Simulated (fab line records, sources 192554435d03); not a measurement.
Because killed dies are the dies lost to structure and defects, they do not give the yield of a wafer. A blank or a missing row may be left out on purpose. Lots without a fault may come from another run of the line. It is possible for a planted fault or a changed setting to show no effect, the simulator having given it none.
fab line records | flow n5Finfet
record lots=9 | wafers=27 | lastDay=18
route steps=1938 shown HKMG_FIN@449 GATE_CUT@465 BEOL_M4@1111
lots that met no fault: taken from a fault-free run of the same line
startH: hours from the record's opening day to when the first of the lot's shown wafers began | waitH: how many hours have passed since the lot's step before this one | " identical to the entry in the row above | L1.1+2: a row that stands for several wafers | - no value, or no start given | * or withheld: withheld | < > ~ a bound
route shown NAME@n: NAME is a module with steps in the file, n the number in the route of the first one | usual: average and standard deviation across the fault-free wafers | same: alike in all rows | chamber/n: place in a boat | sites: readings site by site | _std_site: the standard deviation of these | _edge_site: mean of outer sites minus mean of inner sites | radiusMm: how far each site lies from the wafer's centre | mask NAME#n: copy n | behind: tool/chamber where the wafer was last shaped | hold: what put the lot on hold/how long, in hours/how the hold closed | device: which transistor (n, p or np) failed to switch | end of line: the same wafers' tests at the end of the route | a step with no rows: only its recipe | killed: dies lost to structure and defects at the first sort, not the wafer's yield | map: per-die view of a wafer (x killed, . not killed, _ where there is no die)
set.NAME: the setting as run; set.NAME@STEP: as run at that earlier step | model.NAME: the simulator's own value behind a step, which no gauge read
one table for each step of the route and one row for each wafer, over a sample of lots
services: the hour from which a tool's chamber was out of use, counted from the record's first day as startH (under 0 if before that day), plus the number of hours and why
## steps
# step N5_HKMG_FIN_ALD_71
# recipe material=TiN | targetThkA=10 | tempC=400 | aldPrecursorFamily=TiCl4 | aldCoReactant=NH3 | pulseTimeS=1 | purgeTimeS=3 | coReactantPurgeTimeS=2 | coReactantPulseTimeS=2 | aldCycles=47 | pressureTorr=3
# usual heaterPowerW=904/150 | precursorPulseHeightRel=0.999/0.02
lot.wafer | tool        | chamber | startH | waitH | heaterPowerW | precursorPulseHeightRel
L422.1    | aldMetal-02 | 1       | 77.49  | 0.0   | 930          | 0.986
L422.5    | "           | 1       | "      | "     | 909          | 1.003
L422.6    | "           | 2       | "      | "     | 841          | 1.027
L426.1    | aldMetal-02 | 0       | 101.64 | 0.0   | 961          | 1.017
L426.3    | "           | 2       | "      | "     | 828          | 0.990
L426.5    | "           | 0       | "      | "     | 947          | 0.999
L429.1    | aldMetal-04 | 2       | 119.92 | 0.0   | 756          | 1.022
L429.3    | "           | 1       | "      | "     | 1009         | 1.012
L429.6    | "           | 2       | "      | "     | 746          | 1.030
L430.1    | aldMetal-02 | 0       | 127.25 | 0.0   | 955          | 1.016
L430.4    | "           | 3       | "      | "     | 846          | 1.002
L430.5    | "           | 1       | "      | "     | 902          | 0.967
L441.3    | aldMetal-02 | 2       | 193.47 | 0.0   | 815          | 1.021
L441.4    | "           | 0       | "      | "     | 972          | 1.008
L441.6    | "           | 2       | "      | "     | 828          | 1.035
L442.3    | aldMetal-04 | 1       | 200.93 | 0.0   | 1025         | 0.992
L442.4    | "           | 0       | "      | "     | 661          | 1.028
L442.5    | "           | 1       | "      | "     | 1017         | 0.996
L443.1    | aldMetal-04 | 1       | 206.16 | 0.0   | 1037         | 1.016
L443.4    | "           | 3       | "      | "     | 1119         | 0.983
L443.6    | "           | 1       | "      | "     | 1043         | 0.992
L444.2    | aldMetal-02 | 1       | 209.82 | 0.0   | 909          | 0.986
L444.3    | "           | 0       | "      | "     | 955          | 0.992
L444.4    | "           | 3       | "      | "     | 847          | 1.035
L445.1    | aldMetal-02 | 3       | 220.53 | 0.0   | 846          | 1.000
L445.3    | "           | 1       | "      | "     | 909          | 1.030
L445.6    | "           | 0       | "      | "     | 949          | 1.014
# step N5_HKMG_FIN_CMP_23
# recipe stopOn=SiNx | tOverpolishS=10 | postCmpClean=rinseOnly | downForcePsi=4 | platenRpm=50.289 | padVelocityMS=1.0006 | targetThkNm=46.326
# usual motorCurrentA=12.2/1.7 | overpolishRunS=10.000/0.0086 | slurryFilterDpKPa=13.50/0.13 | timeToEndpointS=12/3.1
lot.wafer | tool   | chamber | startH | waitH | motorCurrentA | overpolishRunS | slurryFilterDpKPa | timeToEndpointS
L422.1    | cmp-03 | 0       | 79.19  | 0.1   | 11.1          | 9.992          | 13.51             | 16
L422.5    | "      | 3       | "      | "     | 10.5          | 9.990          | 13.43             | 11
L422.6    | "      | 0       | "      | "     | 11.3          | 10.001         | 13.60             | 16
L426.3    | cmp-03 | 0       | 103.54 | 0.1   | 11.6          | 9.994          | 13.40             | 17
L426.1    | "      | 3       | "      | "     | 10.4          | 10.000         | 13.59             | 11
L426.5    | "      | 0       | "      | "     | 11.7          | 10.008         | 13.78             | 16
L429.1    | cmp-04 | 0       | 121.61 | 0.0   | 10.4          | 9.993          | 13.52             | 11
L429.3    | "      | 3       | "      | "     | 11.8          | 10.008         | 13.08             | 12
L429.6    | "      | 1       | "      | "     | 14.3          | 9.990          | 13.35             | 15
L430.1    | cmp-03 | 1       | 129.14 | 0.2   | 11.1          | 9.996          | 13.56             | 13
L430.4    | "      | 2       | "      | "     | 16.0          | 10.008         | 13.52             | 10
L430.5    | "      | 0       | "      | "     | 10.6          | 9.989          | 13.70             | 12
L441.4    | cmp-03 | 0       | 195.09 | 0.0   | 11.7          | 10.010         | 13.67             | 18
L441.3    | "      | 1       | "      | "     | 11.3          | 10.010         | 13.47             | 12
L441.6    | "      | 1       | "      | "     | 11.8          | 9.996          | 13.56             | 14
L442.3    | cmp-03 | 0       | 202.62 | 0.0   | 11.7          | 10.006         | 13.56             | 15
L442.4    | "      | 3       | "      | "     | 10.2          | 9.999          | 13.56             | 15
L442.5    | "      | 0       | "      | "     | 11.4          | 10.000         | 13.43             | 16
L443.1    | cmp-03 | 2       | 207.78 | 0.0   | 15.3          | 10.016         | 13.55             | 7
L443.4    | "      | 0       | "      | "     | 11.3          | 9.999          | 13.53             | 13
L443.6    | "      | 2       | "      | "     | 15.7          | 10.001         | 13.04             | 6
L444.3    | cmp-03 | 2       | 211.43 | 0.0   | 16.0          | 10.011         | 13.38             | 10
L444.4    | "      | 3       | "      | "     | 9.7           | 10.005         | 13.70             | 11
L444.2    | "      | 1       | "      | "     | 11.3          | 10.008         | 13.54             | 13
L445.1    | cmp-03 | 1       | 222.15 | 0.0   | 11.6          | 10.012         | 13.45             | 14
L445.3    | "      | 3       | "      | "     | 10.3          | 9.987          | 13.55             | 13
L445.6    | "      | 2       | "      | "     | 15.4          | 10.001         | 13.88             | 9
# step N5_GATE_CUT_ETCHBACK_00
# recipe chemistry=SF6/Cl2 | target=W | pressureMtorr=8 | icpW=900 | biasW=80 | SF6_flow_sccm=40 | Cl2_flow_sccm=60
# usual drypumpMotorCurrentA=5.7/0.56 | oesProductAu=0.73/0.12 | throttleValvePct=27.44/0.28
lot.wafer | tool        | chamber | startH | waitH | drypumpMotorCurrentA | oesProductAu | rfHoursCounterH | throttleValvePct
L422.1    | rieMetal-01 | 0       | 79.86  | 0.0   | 4.8                  | 0.68         | 94              | 27.32
L422.5    | "           | 1       | "      | "     | 5.7                  | 0.84         | -               | 27.16
L422.6    | "           | 0       | "      | "     | 4.9                  | 0.67         | -               | 27.33
L426.1    | rieMetal-02 | 0       | 104.28 | 0.0   | 6.5                  | 0.61         | 125             | 27.59
L426.3    | "           | 0       | "      | "     | 6.5                  | 0.62         | -               | 27.61
L426.5    | "           | 0       | "      | "     | 6.5                  | 0.62         | -               | 27.62
L429.1    | rieMetal-03 | 0       | 122.36 | 0.0   | 5.9                  | 0.66         | 94              | 28.39
L429.3    | "           | 0       | "      | "     | 5.9                  | 0.66         | -               | 28.38
L429.6    | "           | 0       | "      | "     | 5.9                  | 0.65         | -               | 28.36
L430.1    | rieMetal-01 | 1       | 129.72 | 0.0   | 5.8                  | 0.83         | 29              | 27.15
L430.4    | "           | 0       | "      | "     | 4.8                  | 0.67         | -               | 27.32
L430.5    | "           | 1       | "      | "     | 5.8                  | 0.83         | -               | 27.14
L441.3    | rieMetal-01 | 1       | 195.87 | 0.1   | 5.8                  | 0.80         | -               | 27.16
L441.4    | "           | 0       | "      | "     | 4.8                  | 0.65         | -               | 27.36
L441.6    | "           | 1       | "      | "     | 5.8                  | 0.79         | -               | 27.18
L442.3    | rieMetal-02 | 1       | 203.45 | 0.1   | 6.2                  | 0.60         | -               | 27.49
L442.4    | "           | 1       | "      | "     | 6.2                  | 0.60         | -               | 27.53
L442.5    | "           | 1       | "      | "     | 6.2                  | 0.60         | -               | 27.50
L443.1    | rieMetal-02 | 1       | 208.52 | 0.0   | 6.2                  | 0.61         | 123             | 27.51
L443.4    | "           | 1       | "      | "     | 6.2                  | 0.61         | -               | 27.52
L443.6    | "           | 1       | "      | "     | 6.2                  | 0.60         | -               | 27.49
L444.2    | rieMetal-02 | 1       | 212.18 | 0.0   | 6.2                  | 0.60         | 124             | 27.50
L444.3    | "           | 0       | "      | "     | 6.5                  | 0.99         | -               | 27.40
L444.4    | "           | 1       | "      | "     | 6.2                  | 0.60         | -               | 27.49
L445.1    | rieMetal-02 | 0       | 222.89 | 0.0   | 6.5                  | 0.96         | 1               | 27.41
L445.3    | "           | 0       | "      | "     | 6.5                  | 0.97         | -               | 27.41
L445.6    | "           | 0       | "      | "     | 6.5                  | 0.96         | -               | 27.42
# step N5_GATE_CUT_ETCH_58
# recipe chemistry=CH3F/O2 | target=SiNx | targetDepthA=170 | timeS=128.6 | ionEnergyEv=50 | pressureMtorr=30 | sourceW=415 | biasW=21 | Ar_flow_sccm=150 | CH3F_flow_sccm=30 | O2_flow_sccm=20
# usual O2_flow_sccm=20.00/0.054 | drypumpMotorCurrentA=5.5/0.38 | oesProductAu=0.79/0.085 | rfVppV=99.2/0.97 | showerheadPlenumPTorr=2.02/0.065 | throttleValvePct=16.35/0.2
lot.wafer | tool       | chamber | startH | waitH | O2_flow_sccm | drypumpMotorCurrentA | oesProductAu | rfHoursCounterH | rfVppV | showerheadPlenumPTorr | throttleValvePct
L422.1    | rieDiel-02 | 1       | 80.15  | 0.0   | 20.03        | 6.0                  | 0.75         | 166             | 99.9   | 1.99                  | 16.38
L422.5    | "          | 2       | "      | "     | 20.04        | 5.8                  | 0.69         | -               | 99.0   | 1.98                  | 16.40
L422.6    | "          | 3       | "      | "     | 20.13        | 5.7                  | 0.94         | -               | 101.2  | 2.11                  | 16.31
L426.1    | rieDiel-06 | 2       | 104.58 | 0.0   | 20.00        | 6.1                  | 0.81         | 106             | 97.1   | 1.99                  | 16.18
L426.3    | "          | 1       | "      | "     | 19.97        | 5.4                  | 0.88         | 42              | 99.4   | 1.96                  | 16.47
L426.5    | "          | 1       | "      | "     | 20.07        | 5.4                  | 0.89         | -               | 99.1   | 1.96                  | 16.47
L429.1    | rieDiel-06 | 2       | 122.75 | 0.1   | 19.95        | 6.1                  | 0.79         | 111             | 98.7   | 1.99                  | 16.15
L429.3    | "          | 3       | "      | "     | 19.96        | 5.2                  | 0.88         | 28              | 99.8   | 2.13                  | 16.01
L429.6    | "          | 2       | "      | "     | 19.98        | 6.1                  | 0.80         | -               | 98.8   | 1.99                  | 16.18
L430.1    | rieDiel-06 | 2       | 130.01 | 0.0   | 19.97        | 6.1                  | 0.96         | 113             | 100.3  | 1.99                  | 16.18
L430.4    | "          | 1       | "      | "     | 19.95        | 5.4                  | 0.88         | 49              | 100.8  | 1.96                  | 16.48
L430.5    | "          | 3       | "      | "     | 20.04        | 5.2                  | 1.08         | -               | 99.0   | 2.13                  | 16.04
L441.3    | rieDiel-04 | 2       | 196.12 | 0.0   | 20.04        | 5.7                  | 0.71         | 169             | 98.9   | 1.91                  | 16.31
L441.4    | "          | 3       | "      | "     | 19.87        | 5.4                  | 0.71         | 201             | 99.8   | 2.07                  | 16.46
L441.6    | "          | 2       | "      | "     | 20.04        | 5.7                  | 0.71         | -               | 98.2   | 1.91                  | 16.31
L442.3    | rieDiel-06 | 3       | 203.93 | 0.1   | 20.01        | 5.2                  | 0.86         | 45              | 99.6   | 2.12                  | 16.04
L442.4    | "          | 2       | "      | "     | 19.96        | 6.1                  | 0.77         | 135             | 100.7  | 1.98                  | 16.22
L442.5    | "          | 0       | "      | "     | 20.09        | 5.6                  | 0.74         | -               | 99.4   | 2.09                  | 16.40
L443.1    | rieDiel-02 | 0       | 209.08 | 0.1   | 20.06        | 4.7                  | 0.69         | 242             | 99.1   | 1.99                  | 16.77
L443.4    | "          | 1       | "      | "     | 20.02        | 6.0                  | 0.70         | 211             | 99.0   | 1.97                  | 16.47
L443.6    | "          | 0       | "      | "     | 20.08        | 4.7                  | 0.69         | -               | 98.4   | 1.99                  | 16.76
L444.2    | rieDiel-04 | 3       | 212.47 | 0.0   | 19.99        | 5.4                  | 0.71         | 206             | 100.7  | 2.07                  | 16.46
L444.3    | "          | 0       | "      | "     | 19.96        | 5.6                  | 0.86         | 63              | 99.7   | 1.96                  | 16.25
L444.4    | "          | 1       | "      | "     | 19.97        | 5.0                  | 0.67         | 236             | 97.7   | 1.97                  | 16.60
L445.1    | rieDiel-06 | 0       | 223.22 | 0.1   | 19.96        | 5.5                  | 0.74         | 168             | 100.4  | 2.09                  | 16.43
L445.3    | "          | 2       | "      | "     | 19.98        | 6.1                  | 0.77         | 141             | 99.6   | 1.98                  | 16.23
L445.6    | "          | 0       | "      | "     | 19.97        | 5.6                  | 0.74         | -               | 99.7   | 2.09                  | 16.43
# step N5_BEOL_M4_RC_MEAS_101
# usual DIBL_N=37.5/2.5 | DIBL_P=38/3.1 | IOFF_N=0.19/0.059 | IOFF_P=0.24/0.061 | ION_N=679/16 | ION_P=465/9.8 | SS_N=72.0/0.8 | SS_P=73.7/0.86 | VT_N=248/4.5 | VT_P=-249/3.5
lot.wafer | tool      | chamber | startH | waitH | DIBL_N[mV/V] | DIBL_P[mV/V] | IOFF_N[nA/um] | IOFF_P[nA/um] | ION_N[uA/um] | ION_P[uA/um] | SS_N[mV/dec] | SS_P[mV/dec] | VT_N[mV] | VT_P[mV]
L422.1    | prober-02 | 0       | 163.35 | 0.0   | 34.1         | 36           | 0.12          | 0.20          | 659          | 459          | 70.6         | 72.8         | 254      | -249
L422.5    | "         | 0       | "      | "     | 37.8         | 37           | 0.18          | 0.22          | 678          | 466          | 72.3         | 73.5         | 251      | -250
L422.6    | "         | 0       | "      | "     | 39.7         | 40           | 0.23          | 0.27          | 679          | 459          | 72.7         | 74.2         | 248      | -245
L426.1    | prober-02 | 0       | 188.58 | 0.0   | 37.5         | 38           | 0.19          | 0.24          | 679          | 463          | 71.3         | 73.4         | 249      | -248
L426.3    | "         | 0       | "      | "     | 41.0         | 43           | 0.31          | 0.37          | 711          | 480          | 72.8         | 75.0         | 238      | -242
L426.5    | "         | 0       | "      | "     | 37.7         | 38           | 0.18          | 0.25          | 683          | 469          | 72.1         | 73.4         | 248      | -247
L429.1    | prober-02 | 0       | 221.67 | 0.0   | 35.9         | 37           | 0.16          | 0.20          | 667          | 459          | 72.3         | 73.8         | 251      | -252
L429.3    | "         | 0       | "      | "     | 37.2         | 37           | 0.19          | 0.20          | 680          | 461          | 72.0         | 73.0         | 249      | -251
L429.6    | "         | 0       | "      | "     | 33.6         | 34           | 0.11          | 0.17          | 659          | 451          | 70.9         | 73.0         | 255      | -254
L430.1    | prober-01 | 0       | 237.18 | 0.1   | 34.4         | 35           | 0.10          | 0.16          | 657          | 453          | 70.8         | 73.2         | 260      | -253
L430.4    | "         | 0       | "      | "     | 38.7         | 39           | 0.18          | 0.24          | 673          | 467          | 71.8         | 74.1         | 247      | -249
L430.5    | "         | 0       | "      | "     | 37.1         | 37           | 0.14          | 0.20          | 651          | 452          | 71.5         | 73.1         | 252      | -251
L441.3    | prober-02 | 0       | 288.15 | 0.3   | 37.6         | 37           | 0.19          | 0.24          | 683          | 463          | 72.1         | 73.9         | 249      | -249
L441.4    | "         | 0       | "      | "     | 35.7         | 34           | 0.16          | 0.21          | 667          | 462          | 71.5         | 73.3         | 249      | -250
L441.6    | "         | 0       | "      | "     | 37.4         | 36           | 0.20          | 0.24          | 685          | 466          | 72.0         | 73.8         | 244      | -250
L443.1    | prober-01 | 0       | 310.43 | 0.0   | 38.6         | 42           | 0.21          | 0.29          | 685          | 475          | 72.0         | 74.4         | 247      | -249
L443.4    | "         | 0       | "      | "     | 39.0         | 39           | 0.20          | 0.23          | 676          | 455          | 71.8         | 74.7         | 247      | -251
L443.6    | "         | 0       | "      | "     | 39.9         | 41           | 0.23          | 0.26          | 687          | 466          | 72.2         | 74.6         | 245      | -249
L442.3    | prober-02 | 0       | 310.66 | 0.3   | 40.5         | 38           | 0.23          | 0.26          | 684          | 465          | 72.7         | 73.8         | 246      | -249
L442.4    | "         | 0       | "      | "     | 38.6         | 36           | 0.17          | 0.22          | 662          | 460          | 73.0         | 73.4         | 250      | -249
L442.5    | "         | 0       | "      | "     | 39.9         | 38           | 0.21          | 0.25          | 687          | 466          | 71.8         | 74.0         | 250      | -248
L444.2    | prober-02 | 0       | 312.12 | 0.2   | 37.5         | 39           | 0.18          | 0.22          | 679          | 466          | 72.5         | 73.7         | 251      | -252
L444.3    | "         | 0       | "      | "     | 34.7         | 35           | 0.13          | 0.17          | 673          | 459          | 71.5         | 73.4         | 254      | -252
L444.4    | "         | 0       | "      | "     | 37.5         | 40           | 0.19          | 0.26          | 677          | 463          | 72.1         | 74.5         | 248      | -249
L445.1    | prober-02 | 0       | 317.13 | 0.0   | 36.5         | 37           | 0.18          | 0.22          | 681          | 462          | 72.6         | 73.0         | 250      | -249
L445.3    | "         | 0       | "      | "     | 36.5         | 39           | 0.19          | 0.27          | 690          | 476          | 72.7         | 74.0         | 247      | -247
L445.6    | "         | 0       | "      | "     | 36.0         | 37           | 0.15          | 0.20          | 677          | 461          | 72.3         | 73.7         | 253      | -253
## services
tool        | chamber | startH | hours | kind
rieMetal-01 | -       | 56.66  | 0.4   | repair
cmp-03      | -       | 77.63  | 0.9   | repair
rieMetal-03 | -       | 80.31  | 1.4   | pm
cmp-03      | -       | 84.88  | 0.2   | repair
rieMetal-03 | 0       | 93.66  | 10.2  | repair
rieDiel-02  | 3       | 98.29  | 13.9  | repair
rieDiel-02  | -       | 99.37  | 0.4   | repair
cmp-04      | -       | 103.11 | 7.6   | pm
cmp-04      | -       | 110.72 | 5.7   | pm
rieDiel-04  | -       | 115.63 | 0.3   | repair
rieMetal-01 | -       | 120.43 | 0.8   | repair
cmp-03      | -       | 122.60 | 6.2   | pm
aldMetal-02 | -       | 137.72 | 6.0   | pm
rieMetal-03 | -       | 140.87 | 57.9  | repair
rieMetal-02 | 0       | 145.50 | 5.4   | repair
cmp-03      | -       | 149.96 | 3.7   | repair
aldMetal-04 | 0       | 168.96 | 11.9  | repair
cmp-03      | -       | 169.69 | 6.0   | pm
rieDiel-06  | 3       | 176.37 | 19.3  | repair
rieMetal-02 | 0       | 197.32 | -     | clean
rieMetal-02 | 0       | 197.32 | 13.0  | scheduledDown
cmp-03      | -       | 197.42 | 0.9   | repair
cmp-04      | -       | 214.51 | 0.7   | repair
rieDiel-04  | 0       | 222.79 | 11.3  | repair
## key
firstSign step=N5_GATE_CUT_ETCH_58 | reading=oesProductAu | direction=up | sigmas=2.7 | usual=0.79 | struck=1.02
effect none on later readings
metAt N5_GATE_CUT_ETCH_58
struckLots L430
struckWafers L430.1,L430.5
notActingAt N5_HKMG_FIN_ALD_71,N5_HKMG_FIN_CMP_23,N5_GATE_CUT_ETCHBACK_00
onsetBetween 122.75 130.01
fault kind=processParameterDrift | tool=rieDiel-06 | chamber=- | onsetH=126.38 | steps=N5_GATE_CUT_ETCH_58 | channel=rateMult | offset=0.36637 | shape=step | endH=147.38 | scope=struckWafersOnly
